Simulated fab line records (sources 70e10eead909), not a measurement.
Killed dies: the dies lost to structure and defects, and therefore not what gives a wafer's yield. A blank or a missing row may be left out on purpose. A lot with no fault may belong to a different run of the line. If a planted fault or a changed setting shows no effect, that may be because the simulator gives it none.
Which of the tools did it? ; flow nand-harc ; Sampling: 14 lots, 42 wafers, 5 of 1302 route steps

== WHAT THE GAUGES SHOWED, per wafer ==
NHARC_A_BONDPAD_INSPECT_23.
lot;measured;on;raw-defect-count
L771;day 24 09:17;defect-inspect-01;471 464 499
L772;day 23 22:43;defect-inspect-02;663 705 676
L774;day 24 04:02;defect-inspect-01;593 620 625
L773;day 23 21:49;defect-inspect-02;493 370 325
L775;day 24 18:25;defect-inspect-02;556 705 551
L786;day 29 03:41;defect-inspect-02;482 424 738
L788;day 29 18:59;defect-inspect-01;594 577 503
L789;day 30 11:55;defect-inspect-01;446 493 448
L791;day 31 15:00;defect-inspect-01;380 507 550
L792;day 31 16:52;defect-inspect-02;515 410 408
L793;day 32 03:35;defect-inspect-01;418 398 383
L794;day 32 17:20;defect-inspect-01;443 560 763

NHARC_HYBRID_BOND_INSPECT_06: inspects for defects (ir void).
lot;measured;on;raw-defect-count
L771;day 24 20:32;defect-inspect-02;107 100 112
L772;day 24 07:20;defect-inspect-02;99 88 105
L774;day 24 13:19;defect-inspect-01;131 128 122
L773;day 24 07:19;defect-inspect-01;16 25 17
L775;day 25 04:13;defect-inspect-02;23 25 20
L786;day 29 11:12;defect-inspect-02;111 102 114
L788;day 30 04:31;defect-inspect-02;162 139 162
L789;day 30 21:27;defect-inspect-02;93 73 79
L791;day 32 03:17;defect-inspect-02;104 110 130
L792;day 32 09:38;defect-inspect-01;86 98 77
L793;day 32 13:05;defect-inspect-01;90 93 91
L794;day 33 00:20;defect-inspect-01;70 61 64

NHARC_END_SORT_01.
lot;measured;on;killed-at-array;killed-at-other;killed-at-periphery;killed-dies;killed-open;killed-short
L780;day 27 23:50;prober-02;673 674 675;0 0 0;4 3 2;677 677 677;4 2 3;2 0 1
L781;day 28 10:50;prober-01;669 664 669;2 3 1;6 10 7;677 677 677;2 5 6;4 1 1

== TOOL THAT RAN EACH LOT (tool first, then ch and the chambers of the sampled wafers, then the start) ==
lot;NHARC_A_CHANNEL_HOLE_D1_DEP_01;NHARC_THIN_TSV_DESCUM_35
L771;pecvd-04 ch 0,1, day 8 18:11;rie-diel-13 ch 0,2,3, day 25 05:20
L772;pecvd-02 ch 0,1,2, day 8 18:11;rie-diel-13 ch 1,2, day 24 16:20
L774;pecvd-03 ch 0,1,2, day 9 13:19;rie-diel-03 ch 0,2,3, day 24 22:01
L773;pecvd-02 ch 0,1,2, day 9 13:32;rie-diel-02 ch 0,1,3, day 24 17:16
L775;pecvd-04 ch 0,1,2, day 10 03:27;rie-diel-13 ch 0,3, day 25 13:00
L780;pecvd-03 ch 0,1,2, day 12 07:47;-
L781;pecvd-03 ch 0,1,2, day 12 13:34;-
L786;pecvd-04 ch 1,2, day 14 13:08;rie-diel-13 ch 0,2,3, day 29 21:08
L788;pecvd-03 ch 0,1,2, day 15 14:49;rie-diel-02 ch 0,1,2, day 30 13:46
L789;pecvd-02 ch 0,1,2, day 16 01:38;rie-diel-02 ch 0,2, day 31 06:04
L791;pecvd-03 ch 0,2, day 16 23:50;rie-diel-02 ch 0,1,2, day 32 12:50
L792;pecvd-04 ch 0,2, day 17 01:22;rie-diel-13 ch 0,1,3, day 32 18:09
L793;pecvd-04 ch 0,1,2, day 17 20:31;rie-diel-13 ch 0,2,3, day 32 21:53
L794;pecvd-03 ch 0,1, day 18 06:08;rie-diel-03 ch 1,2,3, day 33 10:19
- NHARC_A_CHANNEL_HOLE_D1_DEP_01: deposits SiON, target thk 140 nm.
- NHARC_THIN_TSV_DESCUM_35: chemistry O2, time 3 s.

== WHAT THE TOOLS THEMSELVES READ (means of the sampled wafers that have a number; where no wafer has one, the mark that the record gives instead) ==
NHARC_A_CHANNEL_HOLE_D1_DEP_01.
lot;tool;heater-power-w (W)
L771;pecvd-04;735
L772;pecvd-02;679
L774;pecvd-03;792
L773;pecvd-02;710
L775;pecvd-04;724
L780;pecvd-03;802
L781;pecvd-03;849
L786;pecvd-04;773
L788;pecvd-03;776
L789;pecvd-02;748
L791;pecvd-03;748
L792;pecvd-04;795
L793;pecvd-04;780
L794;pecvd-03;814

NHARC_THIN_TSV_DESCUM_35.
lot;tool;drypump-motor-current-A (A);oes-product-au (a.u.);rf-vpp-V (V);showerhead-plenum-p-Torr (Torr);throttle-valve-pct (%)
L771;rie-diel-13;5.4;0.997;57.7;1.86;11.308
L772;rie-diel-13;5.6;0.991;57.9;1.85;11.317
L774;rie-diel-03;5.6;1.004;57.5;1.91;11.307
L773;rie-diel-02;5.8;1.005;57.9;1.90;11.313
L775;rie-diel-13;5.6;0.996;57.7;1.88;11.306
L786;rie-diel-13;5.4;0.991;57.5;1.86;11.308
L788;rie-diel-02;6.1;0.995;57.3;1.92;11.309
L789;rie-diel-02;6.0;0.995;57.1;1.95;11.314
L791;rie-diel-02;6.1;1.001;58.0;1.92;11.311
L792;rie-diel-13;5.8;0.995;57.3;1.85;11.310
L793;rie-diel-13;5.5;0.996;58.1;1.86;11.312
L794;rie-diel-03;5.8;1.011;57.3;1.87;11.313

== THE ANSWER, worked out from the rows above alone ==
Rule: what is usual is taken from the lots themselves. Put in order of their means at a reading, lots are off if they are a third of the lots or fewer, leave a main group of 4 or more, and stand apart from it by a gap of 3 or more times the standard deviation of the main group's means; of several such gaps the widest counts. Not used: any main group whose means are identical at the precision the tables above print for the reading. Also off: a lot with no number at a reading for which 4 or more lots have one. Where the step has rows for the other lots, those lots are counted as sound. First the gauges in route order, then the tools' own readings, where a lot's mean is used as printed above. At the first step where some lot is off, the reading lying furthest off is the one used; lots without a number count as furthest.
None of the lots is off at any reading shown; this tells nothing.

== WHAT THE SIMULATOR PUT IN ==
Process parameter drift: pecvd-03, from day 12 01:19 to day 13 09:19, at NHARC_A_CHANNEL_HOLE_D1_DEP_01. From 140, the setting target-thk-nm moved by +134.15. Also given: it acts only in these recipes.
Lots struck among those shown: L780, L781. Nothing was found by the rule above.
